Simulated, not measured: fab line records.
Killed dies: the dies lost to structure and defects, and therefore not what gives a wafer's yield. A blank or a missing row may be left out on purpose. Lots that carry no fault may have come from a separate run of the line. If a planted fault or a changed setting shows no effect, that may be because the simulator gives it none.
Which tool was responsible?	flow nandHarc	13 lots, 39 wafers sampled, at 4 steps of a route of 1302

== WHAT THE GAUGES READ, wafer by wafer ==
Not one reading of a measure or inspect step in the record can be checked against a usual standard deviation.

== WHICH TOOL RAN EACH LOT (tool, then ch and the chambers of the sampled wafers, then the start) ==
lot	NHARC_P_GATE_DESCUM_48	NHARC_P_GATE_IMPLANT_94	NHARC_P_GATE_STRIP_95	NHARC_P_GATE_DEGAS_109
L509	rieDiel-05 ch 0,2, day 5 20:26	implanter-02 ch 0, day 5 23:59	plasmaAsher-01 ch 0,1, day 6 01:01	pvdSputter-01, day 6 01:55
L511	rieDiel-05 ch 0,1,2, day 6 10:08	implanter-01 ch 0, day 6 13:45	plasmaAsher-01 ch 0, day 6 14:41	pvdSputter-02, day 6 15:34
L512	rieDiel-12 ch 0,1,3, day 6 19:40	implanter-02 ch 0, day 6 23:21	plasmaAsher-01 ch 0,1, day 7 00:17	pvdSputter-02, day 7 01:10
L513	rieDiel-05 ch 0,2,3, day 6 23:21	implanter-01 ch 0, day 7 02:52	plasmaAsher-02 ch 0,1, day 7 03:50	pvdSputter-02, day 7 04:43
L515	rieDiel-05 ch 0,1,3, day 7 23:42	implanter-01 ch 0, day 8 03:34	plasmaAsher-02 ch 0,1, day 8 04:30	pvdSputter-02, day 8 05:23
L516	rieDiel-12 ch 0,1,3, day 8 15:49	implanter-02 ch 0, day 8 19:26	plasmaAsher-02 ch 0,1, day 8 20:24	pvdSputter-03, day 8 21:18
L517	rieDiel-01 ch 0,2,3, day 8 17:33	implanter-02 ch 0, day 8 21:19	plasmaAsher-01 ch 0,1, day 8 22:15	pvdSputter-01, day 8 23:07
L518	rieDiel-12 ch 1,3, day 9 06:37	implanter-02 ch 0, day 9 10:02	plasmaAsher-01 ch 0,1, day 9 10:55	pvdSputter-03, day 9 11:46
L519	rieDiel-12 ch 0,1,2, day 9 17:34	implanter-02 ch 0, day 9 21:13	plasmaAsher-01 ch 1, day 9 22:09	pvdSputter-02, day 9 23:00
L520	rieDiel-01 ch 0,1, day 10 08:52	implanter-02 ch 0, day 10 12:21	plasmaAsher-02 ch 0,1, day 10 13:17	pvdSputter-02, day 10 14:08
L529	rieDiel-01 ch 1,2,3, day 13 22:14	implanter-02 ch 0, day 14 01:38	plasmaAsher-02 ch 0,1, day 14 02:33	pvdSputter-01, day 14 03:23
L530	rieDiel-05 ch 0,1,3, day 14 05:45	implanter-02 ch 0, day 14 09:15	plasmaAsher-01 ch 0,1, day 14 10:10	pvdSputter-01, day 14 11:03
L531	rieDiel-05 ch 0,1, day 14 16:16	implanter-02 ch 0, day 14 19:52	plasmaAsher-02 ch 0,1, day 14 20:43	pvdSputter-02, day 14 21:35
- NHARC_P_GATE_DESCUM_48: chemistry O2, time 3 s.
- NHARC_P_GATE_IMPLANT_94
- NHARC_P_GATE_STRIP_95: strips in O2.
- NHARC_P_GATE_DEGAS_109: time 60 s.

== AS READ BY THE TOOLS THEMSELVES (means over the sampled wafers that have a number; for cases with no such wafer, the mark the record gives instead) ==
NHARC_P_GATE_DESCUM_48.
lot	tool	drypumpMotorCurrentA (A)	mfcArSccm (sccm)	oesProductAu (a.u.)	rfVppV (V)	showerheadPlenumPTorr (Torr)	throttleValvePct (%)
L509	rieDiel-05	5.9	0.005	0.998	57.5	1.86	11.316
L511	rieDiel-05	6.0	0.013	0.990	57.5	1.93	11.304
L512	rieDiel-12	5.7	0.000	1.008	58.0	1.89	11.313
L513	rieDiel-05	5.9	0.004	0.998	58.1	1.90	11.314
L515	rieDiel-05	6.2	0.009	1.000	58.0	1.95	11.312
L516	rieDiel-12	5.6	0.000	0.997	58.2	1.89	11.314
L517	rieDiel-01	5.2	0.017	1.001	57.9	2.02	11.305
L518	rieDiel-12	5.5	0.000	1.000	57.8	1.98	11.316
L519	rieDiel-12	5.7	0.003	0.998	57.6	1.92	11.303
L520	rieDiel-01	5.2	0.009	0.998	56.9	2.01	11.313
L529	rieDiel-01	5.6	0.026	0.998	59.0	2.04	11.310
L530	rieDiel-05	6.2	0.009	1.002	58.0	1.95	11.309
L531	rieDiel-05	6.3	0.018	1.009	57.8	1.98	11.300

NHARC_P_GATE_IMPLANT_94.
lot	tool	beamEnergyKeV
L509	implanter-02	59.999
L511	implanter-01	59.974
L512	implanter-02	60.006
L513	implanter-01	59.979
L515	implanter-01	60.028
L516	implanter-02	60.007
L517	implanter-02	59.994
L518	implanter-02	60.006
L519	implanter-02	58.572
L520	implanter-02	58.585
L529	implanter-02	59.999
L530	implanter-02	59.998
L531	implanter-02	59.995

NHARC_P_GATE_STRIP_95.
lot	tool	drypumpMotorCurrentA (A)	heaterPowerW (W)
L509	plasmaAsher-01	6.0	403
L511	plasmaAsher-01	5.5	362
L512	plasmaAsher-01	5.7	382
L513	plasmaAsher-02	5.7	357
L515	plasmaAsher-02	6.2	379
L516	plasmaAsher-02	5.7	350
L517	plasmaAsher-01	5.9	409
L518	plasmaAsher-01	5.7	392
L519	plasmaAsher-01	6.1	434
L520	plasmaAsher-02	6.2	380
L529	plasmaAsher-02	6.1	375
L530	plasmaAsher-01	5.9	413
L531	plasmaAsher-02	5.7	338

NHARC_P_GATE_DEGAS_109.
lot	tool	heaterPowerW (W)
L509	pvdSputter-01	472
L511	pvdSputter-02	410
L512	pvdSputter-02	426
L513	pvdSputter-02	441
L515	pvdSputter-02	429
L516	pvdSputter-03	446
L517	pvdSputter-01	450
L518	pvdSputter-03	460
L519	pvdSputter-02	413
L520	pvdSputter-02	468
L529	pvdSputter-01	430
L530	pvdSputter-01	450
L531	pvdSputter-02	438

== THE ANSWER, worked out from the rows above alone ==
Rule: usual is defined by the lots themselves. Put in order of their means at a reading, lots are off if they are a third of the lots or fewer, leave a main group of 4 or more, and stand apart from it by a gap of 3 or more times the standard deviation of the main group's means; of several such gaps the widest counts. A main group is skipped when, at the precision printed for the reading in the tables above, its means are all equal. A lot without any number at a reading at which 4 lots or more have one is off too. All remaining lots with rows at the step are treated as sound. After the gauges, taken in route order, come the tools' own readings; for these a lot's mean is taken, as printed above. The first step at which some lot is off is used, and at that step the reading that is off furthest; a lot without a number counts as furthest.
Off: L519, L520, at NHARC_P_GATE_IMPLANT_94 (beamEnergyKeV). The main group: mean 59.999, standard deviation 0.014.
If a tool, at that step or one of the process steps before it, ran each lot that is off and ran no sound lot following the first of them, it fits. Not one of the candidates tried fits.

== WHAT THE SIMULATOR HAD INSERTED ==
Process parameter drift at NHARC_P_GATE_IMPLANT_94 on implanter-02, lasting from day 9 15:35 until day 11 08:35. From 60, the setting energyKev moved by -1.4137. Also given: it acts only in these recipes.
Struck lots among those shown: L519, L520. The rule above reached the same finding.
